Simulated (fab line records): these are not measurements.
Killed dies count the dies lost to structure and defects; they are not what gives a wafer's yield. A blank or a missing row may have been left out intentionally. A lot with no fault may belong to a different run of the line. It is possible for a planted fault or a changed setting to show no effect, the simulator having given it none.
Chamber matching -- flow nand_harc -- pecvd-03 running NHARC_P_M0_PRE_CLEAN_31: 3 sister chambers
The step time 12 s. 6 wafers are shown with their chamber, then 8 later ones without.

## EACH WAFER AND ITS CHAMBER
wafer,chamber,heater_power_w (W)
L879.3,2,709
L881.6,1,485
L888.3,1,493
L888.4,0,750
L888.5,2,703
L889.1,0,765

## WAFERS MISSING THEIR CHAMBER
wafer,heater_power_w (W)
L889.3,653
L889.6,660
L896.3,664
L896.4,646
L896.5,516
L897.1,751
L897.3,547
L897.4,606

## WHICH CHAMBER EACH ONE RAN IN
wafer,from the rows above,in truth
L889.3,2,2
L889.6,2,2
L896.3,2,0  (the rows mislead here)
L896.4,2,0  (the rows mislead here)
L896.5,1,1
L897.1,0,0
L897.3,1,1
L897.4,2,2
Correct placement for 6 of the 8. Can't be placed from these rows: 0. Wrongly placed: 2.
How it was worked out, from the rows above alone: a wafer's distance from a chamber is the root of the sum, over the readings, of the square of ((its reading less the chamber's mean) divided by the reading's scatter). If the next closest chamber is less than 2 further off than the closest, the wafer can't be placed; otherwise it belongs to the closest. A chamber's mean is the mean of its shown wafers. How the scatter is found: for the shown wafers, subtract from each reading the mean of its chamber, square and add these, divide the total by (wafers less chambers), then take the root.
